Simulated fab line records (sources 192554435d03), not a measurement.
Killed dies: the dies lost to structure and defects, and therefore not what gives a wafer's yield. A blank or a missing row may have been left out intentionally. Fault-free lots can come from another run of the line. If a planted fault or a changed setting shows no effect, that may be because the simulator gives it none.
fab line records ; flow n5_finfet
record: lots: 7; wafers: 21
route steps=1938 shown BEOL_M1@755 BEOL_M2@867
start_h: hours from the record's first day to the start of the lot's first wafer shown ; wait_h: time in hours since the lot's previous step ; " unchanged from the row above ; L1.1+2: a single row standing in for several wafers ; - no value, or no start given ; * or withheld: withheld ; < > ~ a bound
route shown NAME@n: a module of which the file shows steps, and the number in the route of the first ; usual: mean/standard deviation of fault-free wafers ; same: alike in all rows ; chamber/n: place in a boat ; sites: readings site by site ; _std_site: their standard deviation ; _edge_site: outer sites' mean less inner sites' ; radius_mm: how far each site lies from the wafer's centre ; mask NAME#n: copy n ; behind: the most recent tool/chamber to have shaped the wafer ; hold: what put the lot on hold/how long, in hours/how the hold closed ; device: the n, p or np transistor that did not switch ; end of line: tests of these same wafers at the route's end ; where a step has no rows: the recipe by itself ; killed: at the first sort, the dies lost to defects and structure; wafer yield is something else ; map: the dies of a wafer, with x for killed, . for not killed, _ for no die there
set.NAME: the setting the step ran with; set.NAME@STEP: the setting that earlier step ran with ; model.NAME: the simulator's own value behind a step, which no gauge read
lots run with intentionally changed settings; tables by step, rows by wafer
== steps ==
step: N5_BEOL_M1_COAT_61
recipe: resist: SOC; temp_c: 250; time_s: 60; spin_rpm: 1500; resist_thk_nm: 60
lot.wafer;tool;chamber;start_h;wait_h;set.spin_rpm;model.SOC_of_BEOL_M1_COAT_61.thk_nm
L078.1;litho_track-03;0;144.91;0.1;1443;61.2
L078.3;litho_track-03;0;144.91;0.1;1443;61.6
L078.4;litho_track-03;0;144.91;0.1;1500;60.2
L081.3+4+6;litho_track-03;0;164.81;0.1;1500;60
L083.2+3;litho_track-05;0;172.07;0.1;1500;60.2
L083.4;litho_track-05;0;172.07;0.1;1365;63.2
L084.1+5;litho_track-01;0;181.45;0.1;1500;60.2
L084.4;litho_track-01;0;181.45;0.1;1382;62.8
L085.2;litho_track-01;0;186.28;0.1;1500;60.2
L085.4;litho_track-01;0;186.28;0.1;1386;62.8
L085.5;litho_track-01;0;186.28;0.1;1386;62.6
L095.1+4;litho_track-03;0;253.62;0.1;1500;60
L095.6;litho_track-03;0;253.62;0.1;1657;57.2
L097.1;litho_track-05;0;263.93;0.1;1500;60.4
L097.2;litho_track-05;0;263.93;0.1;1338;63.8
L097.4;litho_track-05;0;263.93;0.1;1338;64
step: N5_BEOL_M1_COAT_62
recipe: resist: SiARC; temp_c: 220; time_s: 60; spin_rpm: 1500; resist_thk_nm: 12
step: N5_BEOL_M1_COAT_73
recipe: resist: underlayer; temp_c: 205; time_s: 60; spin_rpm: 1500; resist_thk_nm: 5
step: N5_BEOL_M1_ETCH_74
recipe: chemistry: N2/H2; target: underlayer; target_depth_a: 65; mask_material: CAR-EUV; time_s: 5.2; ion_energy_ev: 200; pressure_mtorr: 30; source_w: 840; bias_w: 150; n2_flow_sccm: 200; h2_flow_sccm: 200; ends: cleared
step: N5_BEOL_M1_ETCH_63
recipe: chemistry: CF4; target: SiARC; target_depth_a: 156; mask_material: CAR-EUV; time_s: 26; ion_energy_ev: 80; pressure_mtorr: 40; source_w: 545; bias_w: 36; Ar_flow_sccm: 100; cf4_flow_sccm: 100; ends: cleared
step: N5_BEOL_M1_ETCH_64
recipe: chemistry: N2/H2; target: SOC; target_depth_a: 750; overetch_a: 150; mask_material: SiARC; temp_c: 40; time_s: 112.5; ion_energy_ev: 200; pressure_mtorr: 30; source_w: 840; bias_w: 150; n2_flow_sccm: 200; h2_flow_sccm: 200
lot.wafer;tool;chamber;start_h;wait_h;set.spin_rpm@BEOL_M1_COAT_61;model.etch.depth_nm
L078.1;rie_diel-02;2;145.38;0.0;1443;61.26
L078.3;rie_diel-02;0;145.38;0.0;1443;61.54
L078.4;rie_diel-02;3;145.38;0.0;1500;60.17
L081.3;rie_diel-06;3;165.40;0.0;1500;59.97
L081.4;rie_diel-06;1;165.40;0.0;1500;60.02
L081.6;rie_diel-06;2;165.40;0.0;1500;60.06
L083.2;rie_diel-06;2;173.02;0.0;1500;60.11
L083.3;rie_diel-06;1;173.02;0.0;1500;60.25
L083.4;rie_diel-06;1;173.02;0.0;1365;63.26
L084.1;rie_diel-02;0;182.04;0.0;1500;60.17
L084.4;rie_diel-02;3;182.04;0.0;1382;62.75
L084.5;rie_diel-02;3;182.04;0.0;1500;60.26
L085.2;rie_diel-01;1;186.74;0.0;1500;60.2
L085.4;rie_diel-01;2;186.74;0.0;1386;62.76
L085.5;rie_diel-01;0;186.74;0.0;1386;62.69
L095.1;rie_diel-06;0;254.09;0.0;1500;59.96
L095.4;rie_diel-06;1;254.09;0.0;1500;60.03
L095.6;rie_diel-06;0;254.09;0.0;1657;57.14
L097.1;rie_diel-06;2;264.40;0.0;1500;60.3
L097.2;rie_diel-06;0;264.40;0.0;1338;63.83
L097.4;rie_diel-06;3;264.40;0.0;1338;63.99
step: N5_BEOL_M1_STRIP_65
recipe: chemistry: N2/H2; temp_c: 40; n2_flow_sccm: 200; h2_flow_sccm: 200; rf_frequency_hz: 6e+07
step: N5_BEOL_M1_STRIP_75
recipe: chemistry: N2/H2; temp_c: 40; n2_flow_sccm: 200; h2_flow_sccm: 200; rf_frequency_hz: 6e+07
step: N5_BEOL_M1_STRIP_66
recipe: chemistry: CF4; resist: SiARC; power_w: 300; bias_power_w: 75; pressure_mtorr: 50; cf4_flow_sccm: 150; rf_frequency_hz: 6e+07
step: N5_BEOL_M1_HM_OPEN_17
recipe: chemistry: Cl2/BCl3; target_depth_a: 200; overetch_a: 60; target: TiN; mask_material: SOC; ion_energy_ev: 150; pressure_mtorr: 10; icp_w: 1000; bias_w: 126; Cl2_flow_sccm: 53.25; bcl3_flow_sccm: 21.75; Ar_flow_sccm: 25
lot.wafer;tool;chamber;start_h;wait_h;set.spin_rpm@BEOL_M1_COAT_61;model.SOC_of_BEOL_M1_COAT_61.thk_nm
L078.1;rie_metal-02;0;145.54;0.0;1443;53.4
L078.3;rie_metal-02;1;145.54;0.0;1443;53.6
L078.4;rie_metal-02;0;145.54;0.0;1500;52.2
L081.3+4+6;rie_metal-02;0,1,0;165.60;0.1;1500;52
L083.2;rie_metal-03;0;173.19;0.0;1500;52.4
L083.3;rie_metal-03;1;173.19;0.0;1500;52.2
L083.4;rie_metal-03;0;173.19;0.0;1365;55.6
L084.1;rie_metal-03;0;182.21;0.0;1500;52.4
L084.4;rie_metal-03;1;182.21;0.0;1382;54.6
L084.5;rie_metal-03;1;182.21;0.0;1500;52
L085.2;rie_metal-03;0;186.91;0.0;1500;52.2
L085.4;rie_metal-03;0;186.91;0.0;1386;54.8
L085.5;rie_metal-03;1;186.91;0.0;1386;54.4
L095.1;rie_metal-03;0;254.25;0.0;1500;52
L095.4;rie_metal-03;0;254.25;0.0;1500;52.2
L095.6;rie_metal-03;0;254.25;0.0;1657;49.2
L097.1;rie_metal-02;0;264.57;0.0;1500;52.4
L097.2+4;rie_metal-02;1,0;264.57;0.0;1338;56
step: N5_BEOL_M2_COAT_67
recipe: resist: SOC; temp_c: 250; time_s: 60; spin_rpm: 1500; resist_thk_nm: 60
lot.wafer;tool;chamber;start_h;wait_h;set.spin_rpm;model.SOC_of_BEOL_M2_COAT_67.thk_nm
L078.1+4;litho_track-02;0;157.83;0.0;1500;60.4
L078.3;litho_track-02;0;157.83;0.0;1600;58.4
L081.3+6;litho_track-03;0;183.55;0.0;1500;60
L081.4;litho_track-03;0;183.55;0.0;1500;60.2
L083.2+4;litho_track-03;0;203.77;0.0;1404;62.2
L083.3;litho_track-03;0;203.77;0.0;1500;60.4
L084.1+4;litho_track-04;0;203.93;0.0;1359;63.2
L084.5;litho_track-04;0;203.93;0.0;1500;60
L085.2+4+5;litho_track-04;0;206.88;0.0;1500;60
L095.1;litho_track-03;0;269.61;0.0;1646;57.4
L095.4;litho_track-03;0;269.61;0.0;1500;60.2
L095.6;litho_track-03;0;269.61;0.0;1646;57.6
L097.1;litho_track-02;0;280.51;0.0;1420;61.6
L097.2;litho_track-02;0;280.51;0.0;1420;61.8
L097.4;litho_track-02;0;280.51;0.0;1500;60
step: N5_BEOL_M2_ETCHBACK_99
recipe: chemistry: CHF3; target: SiO2; target_depth_a: 50; time_s: 10.4; source_w: 215; bias_w: 47; Ar_flow_sccm: 200; CHF3_flow_sccm: 12; ion_energy_ev: 100; pressure_mtorr: 30
lot.wafer;tool;chamber;start_h;wait_h;set.time_s
L078.1+3;rie_diel-04;2,1;165.44;7.0;10.4
L078.4;rie_diel-04;0;165.44;7.0;12.73
L081.3+4+6;rie_diel-03;3,0,1;185.81;1.4;10.4
L083.2+3;rie_diel-03;0,2;205.53;1.2;12.01
L083.4;rie_diel-03;1;205.53;1.2;10.4
L084.1+4+5;rie_diel-05;0,2,3;208.83;4.3;10.4
L085.2;rie_diel-03;2;212.19;4.7;10.4
L085.4+5;rie_diel-03;0,2;212.19;4.7;11.82
L095.1+4;rie_diel-05;3,0;275.82;5.5;10.4
L095.6;rie_diel-05;1;275.82;5.5;8.264
L097.1+2+4;rie_diel-05;0,3,1;283.16;2.1;10.4
step: N5_BEOL_M2_ETCH_70
recipe: chemistry: N2/H2; target: SOC; target_depth_a: 800; overetch_a: 240; mask_material: SiARC; temp_c: 40; time_s: 130; ion_energy_ev: 200; pressure_mtorr: 30; source_w: 840; bias_w: 150; n2_flow_sccm: 200; h2_flow_sccm: 200
lot.wafer;tool;chamber;start_h;wait_h;set.spin_rpm@BEOL_M2_COAT_67;model.etch.depth_nm
L078.1;rie_diel-04;2;165.47;0.0;1500;60.36
L078.3;rie_diel-04;1;165.47;0.0;1600;58.41
L078.4;rie_diel-04;0;165.47;0.0;1500;60.41
L081.3;rie_diel-03;3;185.84;0.0;1500;60.08
L081.4;rie_diel-03;0;185.84;0.0;1500;60.22
L081.6;rie_diel-03;1;185.84;0.0;1500;60.06
L083.2;rie_diel-03;0;205.57;0.0;1404;62.17
L083.3;rie_diel-03;2;205.57;0.0;1500;60.31
L083.4;rie_diel-03;1;205.57;0.0;1404;62.16
L084.1;rie_diel-05;0;208.87;0.0;1359;63.24
L084.4;rie_diel-05;2;208.87;0.0;1359;63.26
L084.5;rie_diel-05;3;208.87;0.0;1500;60.05
L085.2;rie_diel-03;2;212.23;0.0;1500;59.95
L085.4;rie_diel-03;0;212.23;0.0;1500;60.08
L085.5;rie_diel-03;2;212.23;0.0;1500;59.94
L095.1;rie_diel-05;3;275.86;0.0;1646;57.39
L095.4;rie_diel-05;0;275.86;0.0;1500;60.14
L095.6;rie_diel-05;1;275.86;0.0;1646;57.65
L097.1;rie_diel-05;0;283.19;0.0;1420;61.69
L097.2;rie_diel-05;3;283.19;0.0;1420;61.78
L097.4;rie_diel-05;1;283.19;0.0;1500;59.96
step: N5_BEOL_M2_STRIP_71
recipe: chemistry: N2/H2; temp_c: 40; n2_flow_sccm: 200; h2_flow_sccm: 200; rf_frequency_hz: 6e+07
step: N5_BEOL_M2_STRIP_78
recipe: chemistry: N2/H2; temp_c: 40; n2_flow_sccm: 200; h2_flow_sccm: 200; rf_frequency_hz: 6e+07
step: N5_BEOL_M2_VIA_ETCH_34
recipe: chemistry: C4F6/O2; target_depth_a: 694; mask_material: SOC; pressure_mtorr: 15; ion_energy_ev: 250; taper_deg: 4; time_s: 65.9; source_w: 350; bias_w: 170; Ar_flow_sccm: 300; C4F6_flow_sccm: 10; O2_flow_sccm: 10
lot.wafer;tool;chamber;start_h;wait_h;set.spin_rpm@BEOL_M2_COAT_67;model.SOC_of_BEOL_M2_COAT_67.thk_nm
L078.1+4;rie_diel-04;2,0;165.58;0.0;1500;52.2
L078.3;rie_diel-04;1;165.58;0.0;1600;50
L081.3;rie_diel-03;3;185.95;0.0;1500;52.2
L081.4;rie_diel-03;0;185.95;0.0;1500;51.8
L081.6;rie_diel-03;1;185.95;0.0;1500;52
L083.2;rie_diel-03;0;205.67;0.0;1404;53.8
L083.3;rie_diel-03;2;205.67;0.0;1500;51.8
L083.4;rie_diel-03;1;205.67;0.0;1404;54
L084.1;rie_diel-05;0;208.97;0.0;1359;55.2
L084.4;rie_diel-05;2;208.97;0.0;1359;55
L084.5;rie_diel-05;3;208.97;0.0;1500;52
L085.2+4+5;rie_diel-03;2,0,2;212.33;0.0;1500;51.6
L095.1;rie_diel-05;3;275.97;0.0;1646;49.2
L095.4;rie_diel-05;0;275.97;0.0;1500;52.2
L095.6;rie_diel-05;1;275.97;0.0;1646;49.6
L097.1;rie_diel-05;0;283.30;0.0;1420;53.8
L097.2;rie_diel-05;3;283.30;0.0;1420;53.6
L097.4;rie_diel-05;1;283.30;0.0;1500;51.8
step: N5_BEOL_M2_TRENCH_ETCH_37
recipe: chemistry: C4F6/O2; target_depth_a: 555.55; target: SiOC; time_s: 29.2; ion_energy_ev: 250; pressure_mtorr: 30; source_w: 355; bias_w: 185; Ar_flow_sccm: 300; C4F6_flow_sccm: 10; O2_flow_sccm: 10
lot.wafer;tool;chamber;start_h;wait_h;set.time_s;model.BEOL_M2.feature_depth_nm;model.etch.depth_nm
L078.1;rie_diel-04;2;-;-;25.4;47.8;47.73
L078.3;rie_diel-04;1;-;-;29.2;56.8;56.77
L078.4;rie_diel-04;0;-;-;29.2;55.8;55.83
L081.3;rie_diel-03;3;-;-;29.2;52.8;52.74
L081.4;rie_diel-03;0;-;-;29.2;55.2;55.15
L081.6;rie_diel-03;1;-;-;29.2;55;54.93
L083.2;rie_diel-03;0;-;-;34.01;65.4;65.38
L083.3;rie_diel-03;2;-;-;34.01;65.2;65.1
L083.4;rie_diel-03;1;-;-;34.01;63.8;63.83
L084.1;rie_diel-05;0;-;-;29.2;54.8;54.76
L084.4;rie_diel-05;2;-;-;29.2;56.2;56.21
L084.5;rie_diel-05;3;-;-;29.2;54.8;54.77
L085.2;rie_diel-03;2;-;-;32.9;63.2;63.12
L085.4;rie_diel-03;0;-;-;29.2;56.4;56.4
L085.5;rie_diel-03;2;-;-;29.2;55.4;55.48
L095.1;rie_diel-05;3;-;-;25.16;46.8;46.79
L095.4;rie_diel-05;0;-;-;29.2;54.6;54.57
L095.6;rie_diel-05;1;-;-;25.16;47.8;47.72
L097.1;rie_diel-05;0;-;-;34.25;64.6;64.51
L097.2;rie_diel-05;3;-;-;34.25;64.2;64.11
L097.4;rie_diel-05;1;-;-;29.2;56;56.04
step: N5_BEOL_M2_ETCH_41
recipe: chemistry: CH3F/O2; target: SiCN; target_depth_a: 299; taper_deg: 2; time_s: 52.5; ion_energy_ev: 120; mask_material: TiN; pressure_mtorr: 30; source_w: 395; bias_w: 75; Ar_flow_sccm: 150; CH3F_flow_sccm: 30; O2_flow_sccm: 20
step: N5_BEOL_M2_STRIP_97
recipe: chemistry: N2/H2; time_s: 10; power_w: 450; temp_c: 40; pressure_mtorr: 20; rf_frequency_hz: 6e+07; bias_power_w: 7; n2_flow_sccm: 200; h2_flow_sccm: 200
step: N5_BEOL_M2_OCD_MEAS_38
usual: trench_depth_nm: 55.2/0.98
lot.wafer;tool;chamber;start_h;wait_h;set.time_s@BEOL_M2_TRENCH_ETCH_37;trench_depth_nm
L078.1;ocd-02;-;165.84;-;25.4;47.7
L078.3;ocd-02;-;165.84;-;29.2;57.0
L078.4;ocd-02;-;165.84;-;29.2;55.5
L081.3;ocd-02;-;186.21;-;29.2;52.2
L081.4;ocd-02;-;186.21;-;29.2;55.4
L081.6;ocd-02;-;186.21;-;29.2;55.5
L083.2;ocd-02;-;205.93;-;34.01;65.0
L083.3;ocd-02;-;205.93;-;34.01;65.4
L083.4;ocd-02;-;205.93;-;34.01;64.0
L084.1;ocd-01;-;209.23;-;29.2;55.0
L084.4;ocd-01;-;209.23;-;29.2;56.3
L084.5;ocd-01;-;209.23;-;29.2;54.9
L085.2;ocd-01;-;212.59;-;32.9;63.0
L085.4;ocd-01;-;212.59;-;29.2;56.5
L085.5;ocd-01;-;212.59;-;29.2;55.3
L095.1;ocd-01;-;276.22;-;25.16;46.7
L095.4;ocd-01;-;276.22;-;29.2;54.5
L095.6;ocd-01;-;276.22;-;25.16;47.4
L097.1;ocd-02;-;283.55;-;34.25;64.5
L097.2;ocd-02;-;283.55;-;34.25;64.3
L097.4;ocd-02;-;283.55;-;29.2;56.4
step: N5_BEOL_M2_HM_STRIP_39
recipe: chemistry: peroxide_tin_strip; material: TiN; target_depth_a: 250; temp_c: 50; time_s: 158
step: N5_BEOL_M2_SRD_40
recipe: time_s: 30; temp_c: 23; rinse_liquid: diw; dry: ipa_marangoni
step: N5_BEOL_M2_ECD_50
recipe: material: Cu; target_thk_a: 3000
step: N5_BEOL_M2_ANNEAL_51
recipe: temp_c: 225; time_s: 90; ambient: N2
step: N5_BEOL_M2_CMP_52
recipe: stop_on: SiOC; t_overpolish_s: 6.8; down_force_psi: 1; platen_rpm: 50; clearing_platen_down_force_psi: 1.5; clearing_platen_rpm: 50; post_cmp_clean: cu_alkaline; target_thk_nm: 40; clearing_platen_pad_velocity_m_s: 0.99484; pad_velocity_m_s: 0.99484
lot.wafer;tool;chamber;start_h;wait_h;set.time_s@BEOL_M2_TRENCH_ETCH_37;model.Cu_of_BEOL_M2_ECD_50.thk_nm
L078.1;cmp-02;0;169.05;0.3;25.4;32.8
L078.3;cmp-02;1;169.05;0.3;29.2;40
L078.4;cmp-02;2;169.05;0.3;29.2;39.2
L081.3;cmp-04;3;189.55;0.2;29.2;39.4
L081.4;cmp-04;1;189.55;0.2;29.2;40.6
L081.6;cmp-04;3;189.55;0.2;29.2;41.2
L083.4;cmp-03;0;210.13;0.2;34.01;49.8
L083.3+2;cmp-03;1,2;210.13;0.2;34.01;51.4
L084.4;cmp-03;1;213.20;0.1;29.2;43
L084.1;cmp-03;2;213.20;0.1;29.2;41
L084.5;cmp-03;2;213.20;0.1;29.2;41.6
L085.4;cmp-04;3;215.95;0.1;29.2;41.2
L085.2;cmp-04;1;215.95;0.1;32.9;46
L085.5;cmp-04;0;215.95;0.1;29.2;39.6
L095.1;cmp-02;2;279.47;0.3;25.16;28.8
L095.4;cmp-02;3;279.47;0.3;29.2;37.4
L095.6;cmp-02;3;279.47;0.3;25.16;30.6
L097.2;cmp-04;3;286.68;0.2;34.25;49.8
L097.4;cmp-04;0;286.68;0.2;29.2;39.6
L097.1;cmp-04;1;286.68;0.2;34.25;47.4
step: N5_BEOL_M2_THK_MEAS_53
recipe: thk_meas_gauge: xrf; reads: Cu_of_BEOL_M2_ECD_50
usual: M2_THK: 40.6/1.7
lot.wafer;tool;chamber;start_h;wait_h;set.time_s@BEOL_M2_TRENCH_ETCH_37;M2_THK[nm]
L078.1;film_metro-02;-;169.35;-;25.4;33.8
L078.3;film_metro-02;-;169.35;-;29.2;41.2
L078.4;film_metro-02;-;169.35;-;29.2;40.4
L081.3;film_metro-02;-;189.81;-;29.2;39.9
L081.4;film_metro-02;-;189.81;-;29.2;41.3
L081.6;film_metro-02;-;189.81;-;29.2;42.1
L083.2;film_metro-02;-;210.38;-;34.01;52.3
L083.3;film_metro-02;-;210.38;-;34.01;52.4
L083.4;film_metro-02;-;210.38;-;34.01;50.9
L084.1;film_metro-02;-;213.50;-;29.2;41.3
L084.4;film_metro-02;-;213.50;-;29.2;43.4
L084.5;film_metro-02;-;213.50;-;29.2;42.1
L085.2;film_metro-01;-;216.24;-;32.9;46.6
L085.4;film_metro-01;-;216.24;-;29.2;41.8
L085.5;film_metro-01;-;216.24;-;29.2;40.3
L095.1;film_metro-01;-;279.76;-;25.16;29.3
L095.4;film_metro-01;-;279.76;-;29.2;37.9
L095.6;film_metro-01;-;279.76;-;25.16;30.9
L097.1;film_metro-01;-;286.94;-;34.25;47.8
L097.2;film_metro-01;-;286.94;-;34.25;49.9
L097.4;film_metro-01;-;286.94;-;29.2;40.1
step: N5_BEOL_M2_PRE_CLEAN_60
recipe: gas: NH3/H2; time_s: 15; temp_c: *; rf_power_w: 300
step: N5_BEOL_M2_CO_CAP_55
recipe: material: Co; target_thk_a: 20; temp_c: 200; precursor: CCTBA/H2; pressure_torr: 30; time_s: 102.1
step: N5_BEOL_M2_PRE_CLEAN_56
recipe: gas: NH3; time_s: 15; temp_c: withheld; rf_power_w: 300
step: N5_BEOL_M2_DEP_57
recipe: material: SiCN; target_thk_a: 80; temp_c: withheld; precursor: 3MS/NH3; pressure_torr: 3; rf_w: 202; time_s: 14
step: N5_BEOL_M2_RS_MEAS_58
recipe: thk_meas_gauge: four-point-probe; reads: Co_of_BEOL_M2_CO_CAP_55+Cu_of_BEOL_M2_ECD_50+Co_of_BEOL_M2_CVD_47+TaN_of_BEOL_M2_ALD_84
usual: M2_RS: 0.67/0.034
lot.wafer;tool;chamber;start_h;wait_h;set.time_s@BEOL_M2_TRENCH_ETCH_37;M2_RS[ohm/sq]
L078.1;film_metro-02;-;169.61;0.0;25.4;0.86
L078.3;film_metro-02;-;169.61;0.0;29.2;0.67
L078.4;film_metro-02;-;169.61;0.0;29.2;0.69
L081.3;film_metro-01;-;190.07;0.1;29.2;0.68
L081.4;film_metro-01;-;190.07;0.1;29.2;0.66
L081.6;film_metro-01;-;190.07;0.1;29.2;0.64
L083.2;film_metro-01;-;210.67;0.1;34.01;0.49
L083.3;film_metro-01;-;210.67;0.1;34.01;0.49
L083.4;film_metro-01;-;210.67;0.1;34.01;0.51
L084.1;film_metro-02;-;213.79;0.1;29.2;0.65
L084.4;film_metro-02;-;213.79;0.1;29.2;0.61
L084.5;film_metro-02;-;213.79;0.1;29.2;0.64
L085.2;film_metro-01;-;216.53;0.1;32.9;0.56
L085.4;film_metro-01;-;216.53;0.1;29.2;0.64
L085.5;film_metro-01;-;216.53;0.1;29.2;0.68
L095.1;film_metro-01;-;280.03;0.0;25.16;1.03
L095.4;film_metro-01;-;280.03;0.0;29.2;0.73
L095.6;film_metro-01;-;280.03;0.0;25.16;0.95
L097.1;film_metro-01;-;287.20;0.0;34.25;0.54
L097.2;film_metro-01;-;287.20;0.0;34.25;0.51
L097.4;film_metro-01;-;287.20;0.0;29.2;0.68
== key ==
split: step: N5_BEOL_M1_COAT_61; setting: spin_rpm; stated: 1500; by: wafer
response: step: N5_BEOL_M1_COAT_61; reading: model.SOC_of_BEOL_M1_COAT_61.thk_nm; change: -0.313; per: 1%; r: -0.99
response: step: N5_BEOL_M1_ETCH_64; reading: model.etch.depth_nm; change: -0.318; per: 1%; r: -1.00
response: step: N5_BEOL_M1_HM_OPEN_17; reading: model.SOC_of_BEOL_M1_COAT_61.thk_nm; change: -0.32; per: 1%; r: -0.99
split: step: N5_BEOL_M2_COAT_67; setting: spin_rpm; stated: 1500; by: wafer
response: step: N5_BEOL_M2_COAT_67; reading: model.SOC_of_BEOL_M2_COAT_67.thk_nm; change: -0.304; per: 1%; r: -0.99
response: step: N5_BEOL_M2_ETCH_70; reading: model.etch.depth_nm; change: -0.303; per: 1%; r: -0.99
response: step: N5_BEOL_M2_VIA_ETCH_34; reading: model.SOC_of_BEOL_M2_COAT_67.thk_nm; change: -0.319; per: 1%; r: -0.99
split: step: N5_BEOL_M2_ETCHBACK_99; setting: time_s; stated: 10.4; by: wafer
response none clear
split: step: N5_BEOL_M2_TRENCH_ETCH_37; setting: time_s; stated: 29.2; by: wafer
response: step: N5_BEOL_M2_TRENCH_ETCH_37; reading: model.BEOL_M2.feature_depth_nm; change: +0.548; per: 1%; r: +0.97
response: step: N5_BEOL_M2_TRENCH_ETCH_37; reading: model.etch.depth_nm; change: +0.545; per: 1%; r: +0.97
response: step: N5_BEOL_M2_OCD_MEAS_38; reading: trench_depth_nm; change: +0.539; per: 1%; r: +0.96
response: step: N5_BEOL_M2_CMP_52; reading: model.Cu_of_BEOL_M2_ECD_50.thk_nm; change: +0.514; per: 1%; r: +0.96
response: step: N5_BEOL_M2_THK_MEAS_53; reading: M2_THK; change: +0.513; per: 1%; r: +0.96
response: step: N5_BEOL_M2_RS_MEAS_58; reading: M2_RS; change: -0.0121; per: 1%; r: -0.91
